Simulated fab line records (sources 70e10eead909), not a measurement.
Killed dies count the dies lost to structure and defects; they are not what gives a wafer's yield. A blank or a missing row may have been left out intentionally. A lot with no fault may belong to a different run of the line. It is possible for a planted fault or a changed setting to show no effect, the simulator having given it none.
A lot that was struck, set against a sound lot | flow nandHarc | 17 steps out of a route of 1302
Sound: the wafers L884.1, L884.5, L884.6. Struck: wafer L890.6. (L890.1, L890.4 of the same lot were not struck and are left out.) The cause comes at the end.
For every step that has rows: the tool of each side, followed by ch and its chambers, followed by its first start. Under that, the readings that differ: sound wafers | struck wafers | difference of the means | sigmas: that difference in standard deviations of wafers without a fault.
alike: readings whose means differ by less than 2 such deviations, and words and numbers that are the same on both sides. not compared: withheld readings, readings that some wafer has no value for, bounds like >300 that may hide the same value, and numbers for which the record gives no deviation and whose values overlap.
The two part at a step that has a row with sigmas, a row that says differs or no value, or rows on one side only. Numbers that don't overlap but have no deviation are shown without sigmas and don't part them. Lack of a reading on every wafer of one side parts them only where that side has two or more wafers.

NHARC_P_M0_DESCUM_14: chemistry O2, time 3 s.
  sound on rieDiel-04 ch 0,2, day 6 07:56; struck on rieDiel-01 ch 0, day 8 16:02
  alike: drypumpMotorCurrentA, mfcArSccm, oesProductAu, rfVppV, showerheadPlenumPTorr, throttleValvePct
  not compared: rfHoursCounterH
then, 1 step without rows for these wafers: NHARC_P_M0_ETCH_34 (etches the open film in N2/H2, target depth 40 nm, overetch 12 nm, time 43.94 s).
NHARC_P_M0_ETCH_15: etches the open film in C4F8/Ar, target depth 150 nm, overetch 15 nm, time 82.5 s.
  sound: rieDiel-04 ch 0,2; struck: rieDiel-01 ch 0
  alike: oesProductAu, rfVppV
  not compared: rfHoursCounterH
NHARC_P_M0_CD_MEAS_16:
  struck on cdSem-03, day 8 16:44; sound on cdSem-01, day 6 08:16
  alike: cdNm
NHARC_P_M0_STRIP_18: strips in N2/H2.
  sound on rieDiel-11 ch 2,3, day 6 08:20; struck on rieDiel-01 ch 2, day 8 16:50
  alike: drypumpMotorCurrentA, mfcArSccm, oesProductAu, rfVppV, showerheadPlenumPTorr, throttleValvePct
  not compared: rfHoursCounterH
then, 1 step without rows for these wafers: NHARC_P_M0_STRIP_19 (strips in post etch residue remover, time 600 s).
NHARC_P_M0_DEGAS_28: time 60 s.
  struck on pvdSputter-03, day 8 17:23; sound on pvdSputter-01, day 6 08:53
  alike: heaterPowerW, susceptorTempC
then, 4 steps without rows for these wafers: NHARC_P_M0_PRE_CLEAN_29 (time 30 s); NHARC_P_M0_PVD_20 (deposits TaN, target thk 5 nm, time 8.06 s); NHARC_P_M0_PVD_21 (deposits Cu, target thk 30 nm, time 20.49 s); NHARC_P_M0_ECD_22 (material Cu, target thk 400 nm).
NHARC_P_M0_ANNEAL_30: time 90 s.
  sound on rtpAnneal-02 ch 0, day 6 09:37; struck on rtpAnneal-02 ch 0, day 8 18:07
  alike: wafer_temp_C_max
NHARC_P_M0_CMP_23: polishes, t overpolish 20 s, target thk 117.54 nm.
  sound on cmp-03 ch 1,2,3, day 6 10:02; struck on cmp-04 ch 1, day 8 18:31
  alike: motorCurrentA, retainingRingPressureFrac, slurryFlowMlMin, timeToEndpointS
next, for these wafers, 1 step has no rows: NHARC_P_M0_SRD_25.
NHARC_P_M0_INSPECT_27:
  struck on defectInspect-01, day 8 18:56; sound on defectInspect-02, day 6 10:27
reading        | sound       | struck | difference | sigmas
rawDefectCount | 199 191 161 | 2606   | +2422      | +22
then, 1 step without rows for these wafers: NHARC_P_M0_PRE_CLEAN_31 (time 12 s).
-- record jumps: 18 days between struck wafers' starts before vs after; left off in module P_M0, resumes in module END, first step shown is number 1302 of the route --
NHARC_END_SORT_01:
  sound on prober-01 ch 0, day 25 01:20; struck on prober-02 ch 0, day 27 02:38
reading                | sound          | struck | difference | sigmas
defectLimitedYield (%) | 93.5 92.5 91.7 | 0      | -93        | -49
killedAtPeriphery      | 8 4 5          | 629    | +623       | +99 or more
killedDies             | 44 51 56       | 677    | +627       | +48
sort_bin_3_pct (%)     | 0.4 0.7 0.9    | 92.6   | +91.9      | +99 or more
sortNPass              | 633 626 621    | 0      | -627       | -48
sortRimYieldPct (%)    | 88 86 93       | 0      | -89        | -25
sortYieldPct (%)       | 93.5 92.5 91.7 | 0      | -93        | -49
  alike: killedAtArray, killedAtOther, killedOpen, killedShort, sort_bin_2_pct, sort_bin_4_pct

== WHERE THEY PART ==
First at NHARC_P_M0_INSPECT_27; last, within this record, at NHARC_END_SORT_01.

WHY: the cause the simulator had injected
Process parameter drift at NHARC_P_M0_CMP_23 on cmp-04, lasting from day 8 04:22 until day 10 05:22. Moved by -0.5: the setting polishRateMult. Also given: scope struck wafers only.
